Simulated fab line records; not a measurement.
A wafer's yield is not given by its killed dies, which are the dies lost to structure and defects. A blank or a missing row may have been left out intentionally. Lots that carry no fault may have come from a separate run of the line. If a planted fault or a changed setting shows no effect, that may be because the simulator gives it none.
Matching of chambers | flow n5Finfet | 4 sister chambers for N5_BEOL_M7_STRIP_19 on rieDiel-04
The step strips in O2. 8 wafers are shown with their chamber, then 9 later ones without.

== WAFERS, EACH WITH ITS CHAMBER ==
wafer  | chamber | showerheadPlenumPTorr (Torr) | drypumpMotorCurrentA (A)
L086.3 | 0       | 1.96                         | 6.3
L085.3 | 2       | 2.08                         | 5.4
L089.1 | 2       | 2.08                         | 5.4
L089.2 | 1       | 2.16                         | 6.0
L089.3 | 3       | 2.18                         | 5.9
L092.1 | 0       | 1.95                         | 6.4
L092.2 | 1       | 2.16                         | 6.1
L092.4 | 3       | 2.18                         | 6.0

== WAFERS WITHOUT THEIR CHAMBER ==
wafer  | showerheadPlenumPTorr (Torr) | drypumpMotorCurrentA (A)
L091.1 | 2.18                         | 6.0
L091.3 | 2.16                         | 6.0
L091.6 | 2.18                         | 5.9
L093.3 | 2.18                         | 5.9
L093.5 | 2.18                         | 6.0
L093.6 | 2.08                         | 5.4
L096.4 | 2.08                         | 5.4
L096.5 | 2.08                         | 5.4
L096.6 | 2.16                         | 6.0

== THE CHAMBER EACH PASSED THROUGH ==
wafer  | from the rows above | in truth
L091.1 | 3                   | 3
L091.3 | 1                   | 1
L091.6 | 3                   | 3
L093.3 | 3                   | 3
L093.5 | 3                   | 3
L093.6 | 2                   | 2
L096.4 | 2                   | 2
L096.5 | 2                   | 2
L096.6 | 1                   | 1
Placed correctly: 9 of 9. Left unplaced by these rows: 0. Placed wrongly: 0.
How it was worked out, from the rows above alone: a wafer's distance from a chamber is the root of the sum, over the readings, of the square of ((its reading less the chamber's mean) divided by the reading's scatter). If the next closest chamber is less than 2 further off than the closest, the wafer can't be placed; otherwise it belongs to the closest. Each chamber's mean is taken over the wafers shown for it. How the scatter is found: for the shown wafers, subtract from each reading the mean of its chamber, square and add these, divide the total by (wafers less chambers), then take the root.
